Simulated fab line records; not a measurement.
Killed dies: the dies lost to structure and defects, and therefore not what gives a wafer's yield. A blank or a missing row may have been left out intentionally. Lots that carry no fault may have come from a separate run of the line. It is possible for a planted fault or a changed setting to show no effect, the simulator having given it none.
fab line records :: flow n5_finfet
record:
  lots: 3
  wafers: 9
  last_day: 17
route steps=1938 shown BEOL_M2@853 BEOL_M4@1111 PASSIVATION@1936
lots that met no fault: from a run of the same line without faults
start_h: the number of hours between the record's first day and the start of the first shown wafer of the lot :: wait_h: time in hours since the lot's previous step :: " unchanged from the row above :: L1.1+2: one row covering several wafers at once :: - either no value or no given start :: * or withheld: withheld :: < > ~ a bound
route shown NAME@n: NAME is a module with steps in the file, n the number in the route of the first one :: usual: average and standard deviation across the fault-free wafers :: same: alike in all rows :: chamber/n: place in a boat :: sites: readings site by site :: _std_site: how widely they spread, as a standard deviation :: _edge_site: inner sites' mean taken away from outer sites' mean :: radius_mm: for every site, how far away it sits from the centre of the wafer :: mask NAME#n: copy n :: behind: the tool/chamber that last shaped the wafer :: hold: cause of the lot's hold/its duration in hours/its outcome :: device: which transistor (n, p or np) failed to switch :: end of line: the route-end tests of the same wafers :: a step with no rows: only its recipe :: killed: dies lost to structure and defects at the first sort, not the wafer's yield :: map: a wafer's dies, marking killed ones x, the rest . and places with no die _
set.NAME: the setting the step ran with; set.NAME@STEP: the setting that earlier step ran with :: model.NAME: the simulator's own value behind a step, which no gauge read
lots at selected steps of the route; one table per step, one row per wafer
services: from which hour (start_h, from the record's first day; less than 0 if before it) a tool's chamber was out of use, for how many hours, and why
== steps ==
step: N5_BEOL_M2_DEVELOP_10
recipe:
  develop_time_s: 30
  developer: TMAH
  resist: CAR-EUV
  rinse_liquid: surfactant_rinse
  dry: air_spin
  dev_temp_c: 23
step: N5_BEOL_M2_DESCUM_16
recipe:
  chemistry: O2
  time_s: 7
  source_power_w: 50
  bias_power_w: 20
  pressure_mtorr: 20
  rf_frequency_hz: 2.712e+07
  temp_c: 40
  resist: CAR-EUV
  o2_flow_sccm: 225
step: N5_BEOL_M2_ETCH_74
recipe:
  chemistry: N2/H2
  target: underlayer
  target_depth_a: 65
  mask_material: CAR-EUV
  time_s: 5.2
  ion_energy_ev: 200
  pressure_mtorr: 30
  source_w: 840
  bias_w: 150
  n2_flow_sccm: 200
  h2_flow_sccm: 200
  ends: cleared
step: N5_BEOL_M2_ETCH_63
recipe:
  chemistry: CF4
  target: SiARC
  target_depth_a: 156
  mask_material: CAR-EUV
  time_s: 26
  ion_energy_ev: 80
  pressure_mtorr: 40
  source_w: 545
  bias_w: 36
  Ar_flow_sccm: 100
  cf4_flow_sccm: 100
  ends: cleared
step: N5_BEOL_M2_ETCH_64
recipe:
  chemistry: N2/H2
  target: SOC
  target_depth_a: 750
  overetch_a: 225
  mask_material: SiARC
  temp_c: 40
  time_s: 121.9
  ion_energy_ev: 200
  pressure_mtorr: 30
  source_w: 840
  bias_w: 150
  n2_flow_sccm: 200
  h2_flow_sccm: 200
step: N5_BEOL_M2_STRIP_65
recipe:
  chemistry: N2/H2
  temp_c: 40
  n2_flow_sccm: 200
  h2_flow_sccm: 200
  rf_frequency_hz: 6e+07
step: N5_BEOL_M2_STRIP_75
recipe:
  chemistry: N2/H2
  temp_c: 40
  n2_flow_sccm: 200
  h2_flow_sccm: 200
  rf_frequency_hz: 6e+07
step: N5_BEOL_M2_STRIP_66
recipe:
  chemistry: CF4
  resist: SiARC
  power_w: 300
  bias_power_w: 75
  pressure_mtorr: 50
  cf4_flow_sccm: 150
  rf_frequency_hz: 6e+07
step: N5_BEOL_M2_HM_OPEN_17
recipe:
  chemistry: Cl2/BCl3
  target_depth_a: 200
  overetch_a: 60
  target: TiN
  mask_material: SOC
  ion_energy_ev: 150
  pressure_mtorr: 10
  icp_w: 1000
  bias_w: 126
  Cl2_flow_sccm: 53.25
  bcl3_flow_sccm: 21.75
  Ar_flow_sccm: 25
step: N5_BEOL_M2_STRIP_19
recipe:
  chemistry: O2
  power_w: 400
  temp_c: 40
  pressure_mtorr: 30
  rf_frequency_hz: 6e+07
  bias_power_w: 0
  overash_fraction: 0.2
  o2_flow_sccm: 225
usual:
  drypump_motor_current_A: 5.6/0.48
  oes_product_au: 0.79/0.11
  rf_vpp_V: 3.7/0.47
  showerhead_plenum_p_Torr: 2.13/0.057
  throttle_valve_pct: 16.67/0.28
lot.wafer: L247.1
tool: rie_diel-04
chamber: 3
start_h: 141.52
wait_h: 0.1
drypump_motor_current_A: 5.4
oes_product_au: 0.69
rf_hours_counter_h: 254
rf_vpp_V: 4.8
showerhead_plenum_p_Torr: 2.08
throttle_valve_pct: 16.95

lot.wafer: L247.3
tool: rie_diel-04
chamber: 1
start_h: 141.52
wait_h: 0.1
drypump_motor_current_A: 5.1
oes_product_au: 0.68
rf_hours_counter_h: 216
rf_vpp_V: 3.6
showerhead_plenum_p_Torr: 2.16
throttle_valve_pct: 17.05

lot.wafer: L247.5
tool: rie_diel-04
chamber: 3
start_h: 141.52
wait_h: 0.1
drypump_motor_current_A: 5.4
oes_product_au: 0.68
rf_hours_counter_h: -
rf_vpp_V: 3.8
showerhead_plenum_p_Torr: 2.08
throttle_valve_pct: 16.95

lot.wafer: L256.2
tool: rie_diel-04
chamber: 1
start_h: 198.98
wait_h: 0.1
drypump_motor_current_A: 5.1
oes_product_au: 0.67
rf_hours_counter_h: 238
rf_vpp_V: 3.7
showerhead_plenum_p_Torr: 2.15
throttle_valve_pct: 17.08

lot.wafer: L256.5
tool: rie_diel-04
chamber: 2
start_h: 198.98
wait_h: 0.1
drypump_motor_current_A: 4.8
oes_product_au: 0.68
rf_hours_counter_h: -
rf_vpp_V: 3.9
showerhead_plenum_p_Torr: 2.16
throttle_valve_pct: 17.11

lot.wafer: L256.6
tool: rie_diel-04
chamber: 1
start_h: 198.98
wait_h: 0.1
drypump_motor_current_A: 5.1
oes_product_au: 0.67
rf_hours_counter_h: -
rf_vpp_V: 3.9
showerhead_plenum_p_Torr: 2.15
throttle_valve_pct: 17.07

lot.wafer: L269.2
tool: rie_diel-05
chamber: 2
start_h: 280.53
wait_h: 0.1
drypump_motor_current_A: 6.3
oes_product_au: 0.77
rf_hours_counter_h: 133
rf_vpp_V: 3.1
showerhead_plenum_p_Torr: 2.21
throttle_valve_pct: 16.73

lot.wafer: L269.4
tool: rie_diel-05
chamber: 1
start_h: 280.53
wait_h: 0.1
drypump_motor_current_A: 5.2
oes_product_au: 0.92
rf_hours_counter_h: 29
rf_vpp_V: 3.8
showerhead_plenum_p_Torr: 2.14
throttle_valve_pct: 16.48

lot.wafer: L269.5
tool: rie_diel-05
chamber: 2
start_h: 280.53
wait_h: 0.1
drypump_motor_current_A: 6.4
oes_product_au: 0.76
rf_hours_counter_h: -
rf_vpp_V: 3.4
showerhead_plenum_p_Torr: 2.21
throttle_valve_pct: 16.73
step: N5_BEOL_M2_COAT_67
recipe:
  resist: SOC
  temp_c: 250
  time_s: 60
  spin_rpm: 1500
  resist_thk_nm: 60
step: N5_BEOL_M2_COAT_68
recipe:
  resist: SiARC
  temp_c: 220
  time_s: 60
  spin_rpm: 1500
  resist_thk_nm: 12
step: N5_BEOL_M2_COAT_76
recipe:
  resist: underlayer
  temp_c: 205
  time_s: 60
  spin_rpm: 1500
  resist_thk_nm: 5
step: N5_BEOL_M2_COAT_22
recipe:
  resist: CAR-EUV
  spin_rpm: 1500
  resist_thk_nm: 30
step: N5_BEOL_M2_EBR_24
recipe:
  solvent: PGMEA
  ebr_width_mm: 1.5
step: N5_BEOL_M2_SOFTBAKE_23
recipe:
  temp_c: 110
  time_s: 60
  resist: CAR-EUV
step: N5_BEOL_M2_EXPOSE_25
recipe:
  mask_id: V1
  na: 0.33
  source_shape: quasar
  sigma_inner: 0.2
  sigma_outer: 0.8
  polarization: unpolarized
  defocus_nm: 5
  dose_mj: 63
step: N5_BEOL_M2_PEB_26
recipe:
  peb_temp_c: 100
  peb_time_s: 60
  resist: CAR-EUV
step: N5_BEOL_M2_DEVELOP_27
recipe:
  develop_time_s: 30
  developer: TMAH
  resist: CAR-EUV
  rinse_liquid: surfactant_rinse
  dry: air_spin
  dev_temp_c: 23
step: N5_BEOL_M2_INSPECT_30
recipe:
  mode: adi
  inspect_instrument: brightfield
usual:
  raw_defect_count: 420/100
lot.wafer: L247.1
tool: defect_inspect-02
chamber: -
start_h: 142.01
wait_h: 0.1
raw_defect_count: 419

lot.wafer: L247.3
tool: defect_inspect-02
chamber: -
start_h: 142.01
wait_h: 0.1
raw_defect_count: 418

lot.wafer: L247.5
tool: defect_inspect-02
chamber: -
start_h: 142.01
wait_h: 0.1
raw_defect_count: 487

lot.wafer: L256.2
tool: defect_inspect-02
chamber: -
start_h: 199.58
wait_h: 0.0
raw_defect_count: 683

lot.wafer: L256.5
tool: defect_inspect-02
chamber: -
start_h: 199.58
wait_h: 0.0
raw_defect_count: 736

lot.wafer: L256.6
tool: defect_inspect-02
chamber: -
start_h: 199.58
wait_h: 0.0
raw_defect_count: 750

lot.wafer: L269.2
tool: defect_inspect-02
chamber: -
start_h: 281.01
wait_h: 0.0
raw_defect_count: 528

lot.wafer: L269.4
tool: defect_inspect-02
chamber: -
start_h: 281.01
wait_h: 0.0
raw_defect_count: 366

lot.wafer: L269.5
tool: defect_inspect-02
chamber: -
start_h: 281.01
wait_h: 0.0
raw_defect_count: 442
step: N5_BEOL_M2_DESCUM_33
recipe:
  chemistry: O2
  time_s: 7
  source_power_w: 50
  bias_power_w: 20
  pressure_mtorr: 20
  rf_frequency_hz: 2.712e+07
  temp_c: 40
  resist: CAR-EUV
  o2_flow_sccm: 225
step: N5_BEOL_M4_RC_MEAS_101
usual:
  DIBL_N: 37.5/2
  DIBL_P: 37.5/2.5
  IOFF_N: 0.18/0.042
  IOFF_P: 0.24/0.046
  ION_N: 677/15
  ION_P: 464/9.5
  SS_N: 72.0/0.76
  SS_P: 73.6/0.79
  VT_N: 249/3.5
  VT_P: -249/3.2
lot.wafer: L247.1
tool: prober-02
chamber: 0
start_h: 170.03
wait_h: 0.0
DIBL_N[mV/V]: 38.2
DIBL_P[mV/V]: 37.0
IOFF_N[nA/um]: 0.22
IOFF_P[nA/um]: 0.22
ION_N[uA/um]: 669
ION_P[uA/um]: 454
SS_N[mV/dec]: 73.4
SS_P[mV/dec]: 73.9
VT_N[mV]: 248
VT_P[mV]: -249

lot.wafer: L247.3
tool: prober-02
chamber: 0
start_h: 170.03
wait_h: 0.0
DIBL_N[mV/V]: 35.5
DIBL_P[mV/V]: 36.4
IOFF_N[nA/um]: 0.15
IOFF_P[nA/um]: 0.20
ION_N[uA/um]: 679
ION_P[uA/um]: 461
SS_N[mV/dec]: 71.8
SS_P[mV/dec]: 73.3
VT_N[mV]: 247
VT_P[mV]: -250

lot.wafer: L247.5
tool: prober-02
chamber: 0
start_h: 170.03
wait_h: 0.0
DIBL_N[mV/V]: 34.5
DIBL_P[mV/V]: 35.1
IOFF_N[nA/um]: 0.14
IOFF_P[nA/um]: 0.18
ION_N[uA/um]: 682
ION_P[uA/um]: 463
SS_N[mV/dec]: 70.9
SS_P[mV/dec]: 73.0
VT_N[mV]: 250
VT_P[mV]: -251

lot.wafer: L256.2
tool: prober-01
chamber: 0
start_h: 225.04
wait_h: 0.2
DIBL_N[mV/V]: 40.0
DIBL_P[mV/V]: 42.0
IOFF_N[nA/um]: 0.24
IOFF_P[nA/um]: 0.31
ION_N[uA/um]: 682
ION_P[uA/um]: 461
SS_N[mV/dec]: 72.6
SS_P[mV/dec]: 75.7
VT_N[mV]: 247
VT_P[mV]: -248

lot.wafer: L256.5
tool: prober-01
chamber: 0
start_h: 225.04
wait_h: 0.2
DIBL_N[mV/V]: 37.6
DIBL_P[mV/V]: 39.6
IOFF_N[nA/um]: 0.19
IOFF_P[nA/um]: 0.26
ION_N[uA/um]: 683
ION_P[uA/um]: 468
SS_N[mV/dec]: 71.8
SS_P[mV/dec]: 73.9
VT_N[mV]: 250
VT_P[mV]: -248

lot.wafer: L256.6
tool: prober-01
chamber: 0
start_h: 225.04
wait_h: 0.2
DIBL_N[mV/V]: 38.4
DIBL_P[mV/V]: 39.7
IOFF_N[nA/um]: 0.24
IOFF_P[nA/um]: 0.28
ION_N[uA/um]: 680
ION_P[uA/um]: 467
SS_N[mV/dec]: 72.7
SS_P[mV/dec]: 75.1
VT_N[mV]: 249
VT_P[mV]: -246

lot.wafer: L269.2
tool: prober-02
chamber: 0
start_h: 307.21
wait_h: 0.2
DIBL_N[mV/V]: 38.2
DIBL_P[mV/V]: 38.8
IOFF_N[nA/um]: 0.21
IOFF_P[nA/um]: 0.24
ION_N[uA/um]: 712
ION_P[uA/um]: 479
SS_N[mV/dec]: 72.3
SS_P[mV/dec]: 73.4
VT_N[mV]: 244
VT_P[mV]: -250

lot.wafer: L269.4
tool: prober-02
chamber: 0
start_h: 307.21
wait_h: 0.2
DIBL_N[mV/V]: 34.5
DIBL_P[mV/V]: 35.0
IOFF_N[nA/um]: 0.14
IOFF_P[nA/um]: 0.19
ION_N[uA/um]: 678
ION_P[uA/um]: 470
SS_N[mV/dec]: 70.9
SS_P[mV/dec]: 72.2
VT_N[mV]: 249
VT_P[mV]: -250

lot.wafer: L269.5
tool: prober-02
chamber: 0
start_h: 307.21
wait_h: 0.2
DIBL_N[mV/V]: 39.4
DIBL_P[mV/V]: 39.4
IOFF_N[nA/um]: 0.23
IOFF_P[nA/um]: 0.24
ION_N[uA/um]: 684
ION_P[uA/um]: 466
SS_N[mV/dec]: 73.2
SS_P[mV/dec]: 74.1
VT_N[mV]: 246
VT_P[mV]: -249
step: N5_PASSIVATION_PROBE_49
usual:
  defect_limited_yield: 91.8/1.5
  killed_at_M0_to_M3: 33/11
  killed_at_M4_up: 13/5
  killed_at_contacts: 11/5.6
  killed_at_front_end: 36/12
  killed_at_other: 3.4/2.5
  killed_dies: 97/18
  killed_on_rim: 12/4.2
  killed_open: 64/13
  killed_short: 31/6.9
  sort_bin_5_function: 4.8/1
  sort_bin_6_memory: 3.1/0.64
  sort_bin_8_speed: 0.00/0.014
  sort_n_pass: 1083/18
  sort_yield_pct: 91.8/1.5
same:
  gross_dies: 1180
  killed_at_back_side: 0
  sort_bin_4_leakage[%]: 0
lot.wafer: L256.2
tool: prober-01
chamber: -
start_h: 325.50
wait_h: 0.1
defect_limited_yield[%]: 87.8
killed_at_M0_to_M3: 77
killed_at_M4_up: 16
killed_at_contacts: 13
killed_at_front_end: 36
killed_at_other: 2
killed_dies: 144
killed_on_rim: 26
killed_open: 64
killed_short: 31
sort_bin_5_function[%]: 8.1
sort_bin_6_memory[%]: 3.3
sort_bin_8_speed[%]: 0
sort_n_pass: 1036
sort_yield_pct[%]: 87.8

lot.wafer: L256.5
tool: prober-01
chamber: -
start_h: 325.65
wait_h: 0.2
defect_limited_yield[%]: 82.7
killed_at_M0_to_M3: 130
killed_at_M4_up: 16
killed_at_contacts: 17
killed_at_front_end: 41
killed_at_other: 0
killed_dies: 204
killed_on_rim: 17
killed_open: 67
killed_short: 41
sort_bin_5_function[%]: 11.0
sort_bin_6_memory[%]: 4.9
sort_bin_8_speed[%]: 0
sort_n_pass: 976
sort_yield_pct[%]: 82.7

lot.wafer: L256.6
tool: prober-01
chamber: -
start_h: 325.70
wait_h: 0.3
defect_limited_yield[%]: 89.2
killed_at_M0_to_M3: 59
killed_at_M4_up: 22
killed_at_contacts: 9
killed_at_front_end: 36
killed_at_other: 2
killed_dies: 128
killed_on_rim: 30
killed_open: 63
killed_short: 23
sort_bin_5_function[%]: 6.4
sort_bin_6_memory[%]: 3.6
sort_bin_8_speed[%]: 0
sort_n_pass: 1052
sort_yield_pct[%]: 89.2
killed by level:class
L256.2 BEOL_M2:unspecified=45 FIN_SAQP:geometric_particle:open=11 MOL_CONTACT_COAG:geometric_particle:open=10 BEOL_M0_SAQP:geometric_particle:short=7 BEOL_M0_SAQP:geometric_particle:open=7 BEOL_M2:geometric_particle:open=7 FIN_SAQP:geometric_particle:short=5 BEOL_M1:geometric_particle:open=5
L256.5 BEOL_M2:unspecified=94 STI_FIN_REVEAL:geometric_particle:open=14 MOL_CONTACT_COAG:geometric_particle:open=11 BEOL_M4:geometric_particle:open=11 BEOL_M0_SAQP:geometric_particle:short=10 BEOL_M3:geometric_particle:open=8 FIN_SAQP:geometric_particle:short=7 FIN_SAQP:geometric_particle:open=6
L256.6 BEOL_M2:unspecified=41 DUMMY_GATE:geometric_particle:open=8 MOL_CONTACT_COAG:geometric_particle:open=8 BEOL_M4:geometric_particle:open=8 FIN_SAQP:geometric_particle:open=7 BEOL_M3:geometric_particle:open=5 STI_FIN_REVEAL:geometric_particle:open=4 STI_FIN_REVEAL:geometric_particle:short=4
map L256.5 (x killed, . not)
_________________.....x.....x________________
______________.........x........_____________
___________....x.x..............x..__________
__________.............xx..........._________
________.x.........xx..........x......_______
_______..........x.....................______
______...x.........x...x...xx..........._____
_____..x.....x....x....x.................____
____..x.......x..................x........___
___...x....x.x.xx..x........x..x....x......__
___...........x............x........xx.....__
__.......xx...........................x....._
__.......x...x...................x..x......._
_............x...x.................x.......x.
_..................................xx........
_.x.....x.........x....x.x...................
_...x.......................x.....x..........
_.x.x..............................x.x.......
_x..x.....x........xx...x....x.....xx.x..x...
_x....................x.........x............
_..........x......x.........x.........x.x...x
__.x.................x.......x.............._
__............x..x...x.........x...x........_
___...x.......x.x.xx.xx.....x.......x......__
___......x....x.xxxxxxxx...x.............x.__
____...........xxxxxxxxxxx................___
_____.x.........xxxxxxxxx.xx...x.x.......____
______x.......xxxxxxxxxxx..x.......x...._____
_______.....x.xxxxxxxxxxx.......x....x.______
________......xxxxxxxxxxx............._______
__________x.xxx.xxxxxxxx.......x...._________
___________...xx..x.xx.x.x.x.......__________
______________..x.xx.x.x........_____________
_________________.x.......x..________________
map L247.1 (x killed, . not)
_________________............________________
______________.x................_____________
___________..................x.....__________
__________.........................._________
________.............x........x...x..._______
_______..........................x.....______
______..................xxx............._____
_____..................x........x........____
____...x..................x...............___
___.........x.............x.......x......x.__
___...x....................x..........x....__
__....x...x..........x.x...................._
__x........................................._
_.....................x....x...............x.
_......x........x......x.................x...
_.x...............................x..........
_..........x...x.............................
_..x.x...........x....x......................
_..................x......x.....x..x.x...x..x
_......x.....x.........x..........x..........
_.......x....................................
__........x...x......x.......x......x.x....._
__x...x..........................x.........._
___...............x.........x......x.......__
___..........x.......x....x................__
____................x.....................___
_____x.....x..........x..................____
______.x...................x............_____
_______......x..........x..............______
________.......................x...x.._______
__________..x......x.......x........_________
___________........................__________
______________......x.x........._____________
_________________.....x..x...________________
== services ==
tool: rie_diel-05
chamber: 3
start_h: 131.35
hours: -
kind: clean

tool: rie_diel-05
chamber: 3
start_h: 131.35
hours: -
kind: consumable_replace:focus_ring

tool: rie_diel-05
chamber: 3
start_h: 131.35
hours: -
kind: consumable_replace:showerhead

tool: rie_diel-05
chamber: 3
start_h: 131.35
hours: 13.3
kind: scheduled_down

tool: rie_diel-05
chamber: 3
start_h: 131.35
hours: 13.3
kind: vent_cycle

tool: rie_diel-04
chamber: 3
start_h: 148.63
hours: -
kind: clean

tool: rie_diel-04
chamber: 3
start_h: 148.63
hours: -
kind: consumable_replace:focus_ring

tool: rie_diel-04
chamber: 3
start_h: 148.63
hours: 22.8
kind: scheduled_down

tool: rie_diel-04
chamber: 3
start_h: 148.63
hours: 22.8
kind: vent_cycle

tool: rie_diel-05
chamber: 1
start_h: 178.48
hours: -
kind: clean

tool: rie_diel-05
chamber: 1
start_h: 178.48
hours: -
kind: consumable_replace:focus_ring

tool: rie_diel-05
chamber: 1
start_h: 178.48
hours: 18.8
kind: scheduled_down

tool: rie_diel-05
chamber: 1
start_h: 178.48
hours: 18.8
kind: vent_cycle

tool: rie_diel-04
chamber: 2
start_h: 217.90
hours: 5.7
kind: repair

tool: rie_diel-04
chamber: 2
start_h: 223.62
hours: -
kind: clean

tool: rie_diel-04
chamber: 2
start_h: 223.62
hours: -
kind: consumable_replace:focus_ring

tool: rie_diel-04
chamber: 2
start_h: 223.62
hours: 14.5
kind: scheduled_down

tool: rie_diel-04
chamber: 2
start_h: 223.62
hours: 14.5
kind: vent_cycle

tool: rie_diel-05
chamber: 0
start_h: 230.90
hours: 5.1
kind: repair

tool: rie_diel-04
chamber: 1
start_h: 238.23
hours: -
kind: clean

tool: rie_diel-04
chamber: 1
start_h: 238.23
hours: -
kind: consumable_replace:focus_ring

tool: rie_diel-04
chamber: 1
start_h: 238.23
hours: 16.5
kind: scheduled_down

tool: rie_diel-04
chamber: 1
start_h: 238.23
hours: 16.5
kind: vent_cycle
== key ==
first_sign:
  step: N5_BEOL_M2_INSPECT_30
  reading: raw_defect_count
  direction: up
  sigmas: 3
  usual: 420
  struck: 723
effect:
  step: N5_PASSIVATION_PROBE_49
  reading: killed_at_M0_to_M3
  direction: up
  sigmas: 5.2
  usual: 33
  struck: 89
more_kills_born_at:
  N5_BEOL_M2_STRIP_19@rie_diel-04: 180
met_at N5_BEOL_M2_STRIP_19
struck_wafers L256.2,L256.5,L256.6
onset_between 141.52 198.98
fault:
  kind: chamber_particle_source
  tool: rie_diel-04
  chamber: -
  onset_h: 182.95
  steps: N5_BEOL_M2_STRIP_19
  rate_per_visit_cm2: 0.43002
  end_h: 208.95
